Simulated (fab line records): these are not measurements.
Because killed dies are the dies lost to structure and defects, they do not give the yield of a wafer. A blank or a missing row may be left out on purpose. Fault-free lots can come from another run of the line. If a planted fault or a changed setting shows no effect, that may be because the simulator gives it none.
A lot that was struck, set against a sound lot -- flow n5_finfet -- 16 out of 1938 route steps
Sound: these wafers, L403.2, L403.4, L403.5. Struck: wafer L396.1 (L396.3, L396.6, from the same lot, were not struck and are left out); the cause is given at the end.
Order at every step that has rows: each side's tool, ch and its chambers, its first start. Under that, the readings that differ: sound wafers -- struck wafers -- difference of the means -- sigmas: that difference in standard deviations of wafers without a fault.
alike: readings whose means differ by less than 2 such deviations, and words and numbers that are the same on both sides. not compared: withheld readings, readings that some wafer has no value for, bounds like >300 that may hide the same value, and numbers for which the record gives no deviation and whose values overlap.
Wherever a step has rows on one side only, a row that says differs or no value, or a row with sigmas, the two part there. Numbers that have no deviation but don't overlap get no sigmas and don't part them. A reading missing from all wafers of one side parts the sides only when that side holds two or more wafers.

first, 7 steps without rows for these wafers: N5_HKMG_FIN_COAT_30 (time 60 s, resist thk 35 nm); N5_HKMG_FIN_COAT_06 (resist thk 90 nm); N5_HKMG_FIN_EBR_08; N5_HKMG_FIN_SOFTBAKE_07 (time 60 s); N5_HKMG_FIN_EXPOSE_09 (exposes mask NWFM); N5_HKMG_FIN_PEB_10 (peb time 60 s); N5_HKMG_FIN_DEVELOP_11 (develop time 30 s).
N5_HKMG_FIN_CD_MEAS_12: target cd 92.8 nm.
  sound on cd_sem-01 ch 0, day 8 10:19; struck on cd_sem-02 ch 0, day 6 14:45
  alike: cd_nm
N5_HKMG_FIN_OVL_MEAS_13:
  sound on overlay-02 ch 0, day 8 10:21; struck on overlay-02 ch 0, day 6 14:47
  alike: NWFM_OVL
N5_HKMG_FIN_INSPECT_14: inspects for defects (macro).
  sound on defect_inspect-01, day 8 10:23; struck on defect_inspect-01, day 6 14:49
  alike: raw_defect_count
N5_HKMG_FIN_DESCUM_17: chemistry O2, time 7.9 s.
  sound on rie_diel-01 ch 0,2,3, day 8 10:59; struck on rie_diel-04 ch 2, day 6 14:50
  alike: drypump_motor_current_A, oes_product_au, rf_vpp_V, showerhead_plenum_p_Torr, temp_c, throttle_valve_pct
  not compared: rf_hours_counter_h
N5_HKMG_FIN_ETCH_31: etches SiARC in CF4, target depth 45.5 nm, time 75.8 s.
  sound on rie_diel-01 ch 0,2,3, day 8 11:01; struck on rie_diel-04 ch 2, day 6 14:53
  alike: drypump_motor_current_A, etch_rf_on_time_s, oes_product_au, rf_vpp_V, showerhead_plenum_p_Torr, throttle_valve_pct
  not compared: rf_hours_counter_h
N5_HKMG_FIN_ETCH_32: etches SOC in N2/H2, target depth 240 nm, time 300 s.
  sound on rie_diel-01 ch 0,2,3, day 8 11:04; struck on rie_diel-04 ch 2, day 6 14:56
reading,sound,struck,difference,sigmas
model.etch.depth_nm (nm),243.9 240.9 242.9,324.7,+82.1,
model.HKMG_FIN.feature_depth_nm (nm),243.8 240.8 242.8,324.6,+82.1,
model.SiARC_of_HKMG_FIN_COAT_30.thk_nm (nm),21 20.8 21,16.4,-4.5,
  alike: drypump_motor_current_A, h2_flow_sccm, oes_product_au, rf_vpp_V, showerhead_plenum_p_Torr, temp_c, throttle_valve_pct
  not compared: rf_hours_counter_h
then, 1 step without rows for these wafers: N5_HKMG_FIN_STRIP_33 (strips in N2/H2).
-- the record jumps here: 6 days lie between the struck wafers' starts before and after (it left off in module HKMG_FIN and takes up again in module BEOL_M4, whose first step shown is number 1111 of the route) --
N5_BEOL_M4_RC_MEAS_101:
  sound on prober-02 ch 0, day 14 23:02; struck on prober-01 ch 0, day 12 19:11
reading,sound,struck,difference,sigmas
SS_P (mV/dec),74.2 74.0 73.6,72.7,-1.2,-2
  alike: DIBL_N, DIBL_P, IOFF_N, IOFF_P, ION_N, ION_P, SS_N, VT_N, VT_P
next, for these wafers, 1 step has no rows: N5_PASSIVATION_PROBE_49.

## WHERE THEY PART
N5_BEOL_M4_RC_MEAS_101 only, going by this record.

WHY: the cause the simulator had injected
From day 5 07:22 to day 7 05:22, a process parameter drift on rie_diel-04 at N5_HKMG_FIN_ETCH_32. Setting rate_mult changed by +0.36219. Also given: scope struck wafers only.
